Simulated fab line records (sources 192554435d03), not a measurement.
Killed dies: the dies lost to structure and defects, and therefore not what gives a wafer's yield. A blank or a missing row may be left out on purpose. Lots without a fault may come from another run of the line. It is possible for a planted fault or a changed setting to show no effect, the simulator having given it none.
Split-lot study / flow n5 finfet / route with 1938 steps; 7 lots, 21 wafers read

THE SPLIT ITSELF
At N5_BEOL_M8_ETCH_65 (etches SiARC in CF4, target depth 15.6 nm, time 26 s), the setting source w was moved away from the recipe's 545 W on 10 of the 21 wafers read, by -17.9% to +15.0%. The other wafers ran this setting at the recipe's value.

Reading taken at the split's own step.

THE READING
rf vpp V, in V, at N5_BEOL_M8_ETCH_65 (etches SiARC in CF4, target depth 15.6 nm, time 26 s). A value of 184.2 V with a standard deviation of 1.3 V is what fault-free wafers of this fab line usually give.

wafer=L074.4; tool, chamber at the split=rie diel-02, 0; source w as run, W=626.8; against the recipe=+15.0%; rf vpp V, V=174.0; against lot-mates on the recipe=no lot-mate on the recipe
wafer=L074.5; tool, chamber at the split=rie diel-02, 3; source w as run, W=626.8; against the recipe=+15.0%; rf vpp V, V=177.4; against lot-mates on the recipe=no lot-mate on the recipe
wafer=L074.6; tool, chamber at the split=rie diel-02, 0; source w as run, W=626.8; against the recipe=+15.0%; rf vpp V, V=175.5; against lot-mates on the recipe=no lot-mate on the recipe
wafer=L075.2; tool, chamber at the split=rie diel-01, 2; source w as run, W=447.5; against the recipe=-17.9%; rf vpp V, V=195.8; against lot-mates on the recipe=+10.3
wafer=L075.3; tool, chamber at the split=rie diel-01, 0; source w as run, W=447.5; against the recipe=-17.9%; rf vpp V, V=196.9; against lot-mates on the recipe=+11.4
wafer=L075.4; tool, chamber at the split=rie diel-01, 3; source w as run, W=545; against the recipe=recipe; rf vpp V, V=185.5; against lot-mates on the recipe=-
wafer=L084.3; tool, chamber at the split=rie diel-05, 1; source w as run, W=545; against the recipe=recipe; rf vpp V, V=185.8; against lot-mates on the recipe=-
wafer=L084.5; tool, chamber at the split=rie diel-05, 2; source w as run, W=545; against the recipe=recipe; rf vpp V, V=181.4; against lot-mates on the recipe=-
wafer=L084.6; tool, chamber at the split=rie diel-05, 3; source w as run, W=545; against the recipe=recipe; rf vpp V, V=185.2; against lot-mates on the recipe=-
wafer=L088.1; tool, chamber at the split=rie diel-02, 1; source w as run, W=545; against the recipe=recipe; rf vpp V, V=184.5; against lot-mates on the recipe=-
wafer=L088.3; tool, chamber at the split=rie diel-02, 3; source w as run, W=545; against the recipe=recipe; rf vpp V, V=182.7; against lot-mates on the recipe=-
wafer=L088.5; tool, chamber at the split=rie diel-02, 0; source w as run, W=612.6; against the recipe=+12.4%; rf vpp V, V=176.3; against lot-mates on the recipe=-7.3
wafer=L091.1; tool, chamber at the split=rie diel-05, 2; source w as run, W=545; against the recipe=recipe; rf vpp V, V=183.6; against lot-mates on the recipe=-
wafer=L091.2; tool, chamber at the split=rie diel-05, 1; source w as run, W=593.7; against the recipe=+8.9%; rf vpp V, V=179.8; against lot-mates on the recipe=-3.8
wafer=L091.5; tool, chamber at the split=rie diel-05, 3; source w as run, W=593.7; against the recipe=+8.9%; rf vpp V, V=179.5; against lot-mates on the recipe=-4.1
wafer=L093.1; tool, chamber at the split=rie diel-05, 1; source w as run, W=619.1; against the recipe=+13.6%; rf vpp V, V=177.1; against lot-mates on the recipe=-8.4
wafer=L093.2; tool, chamber at the split=rie diel-05, 3; source w as run, W=545; against the recipe=recipe; rf vpp V, V=185.5; against lot-mates on the recipe=-
wafer=L093.5; tool, chamber at the split=rie diel-05, 3; source w as run, W=619.1; against the recipe=+13.6%; rf vpp V, V=177.9; against lot-mates on the recipe=-7.6
wafer=L097.4; tool, chamber at the split=rie diel-02, 3; source w as run, W=545; against the recipe=recipe; rf vpp V, V=184.1; against lot-mates on the recipe=-
wafer=L097.5; tool, chamber at the split=rie diel-02, 1; source w as run, W=545; against the recipe=recipe; rf vpp V, V=184.7; against lot-mates on the recipe=-
wafer=L097.6; tool, chamber at the split=rie diel-02, 2; source w as run, W=545; against the recipe=recipe; rf vpp V, V=182.8; against lot-mates on the recipe=-

FIT RESULTS
A straight line over all 21 wafers: rf vpp V changes by -0.604 V for each +1% of source w; r = -0.97; the points scatter about the line by 1.3 V.
The same after taking each lot's own level away (the mean of its wafers on the recipe; 18 wafers): -0.582 V for each +1%; r = -0.98; scatter 1.1 V.
According to that fit, moving source w by its largest amount changes the reading by 10 V.
The lots' own levels span 183.60 to 185.50 V, that is 1.5 times the standard deviation above.
The two slopes are in agreement: the lot-to-lot level therefore moves the slope only a little.
Check: +10.7 V against its lot-mates is what the line predicts for one of the wafers moved furthest among these (-17.9%) when that wafer is left out of the fit. It came out at +10.3 V against them.
Tool readings at the split's step, against how far the setting was moved: etch rf on time s r = -0.97; rf vpp V r = -0.97.

OTHER SPLITS APPLIED TO THESE WAFERS
Other splits were also applied to these wafers ahead of the reading. Each is held against what the fit with the lots' levels taken away leaves over:
other split on the same wafers=N5_BEOL_M3_COAT_22 spin rpm; wafers away from the commonest value=9; r with rf vpp V (lot level and that fit taken away)=-0.09
other split on the same wafers=N5_BEOL_M4_COAT_76 spin rpm; wafers away from the commonest value=6; r with rf vpp V (lot level and that fit taken away)=+0.25
other split on the same wafers=N5_BEOL_M4_EXPOSE_25 dose mj; wafers away from the commonest value=6; r with rf vpp V (lot level and that fit taken away)=+0.02
other split on the same wafers=N5_BEOL_M5_PECVD_70 time s; wafers away from the commonest value=5; r with rf vpp V (lot level and that fit taken away)=+0.00
other split on the same wafers=N5_BEOL_M5_COAT_60 spin rpm; wafers away from the commonest value=8; r with rf vpp V (lot level and that fit taken away)=-0.18
other split on the same wafers=N5_BEOL_M6_ALD_77 ald cycles; wafers away from the commonest value=11; r with rf vpp V (lot level and that fit taken away)=+0.18
other split on the same wafers=N5_BEOL_M6_DEP_56 time s; wafers away from the commonest value=11; r with rf vpp V (lot level and that fit taken away)=+0.03
other split on the same wafers=N5_BEOL_M7_DESCUM_33 time s; wafers away from the commonest value=6; r with rf vpp V (lot level and that fit taken away)=-0.14

THE WHOLE CHAIN: every reading that the file lists as answering this split, in the file's order
step=N5_BEOL_M8_ETCH_65; what it does=etches SiARC in CF4, target depth 15.6 nm, time 26 s; reading=etch rf on time s; change (the file's fit)=withheld for each +1% of the setting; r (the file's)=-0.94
step=N5_BEOL_M8_ETCH_65; what it does=etches SiARC in CF4, target depth 15.6 nm, time 26 s; reading=rf vpp V; change (the file's fit)=-0.581 V for each +1% of the setting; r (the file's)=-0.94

FILE'S OWN FIT
rf vpp V changes by -0.581 V for each +1% of source w, r = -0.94.
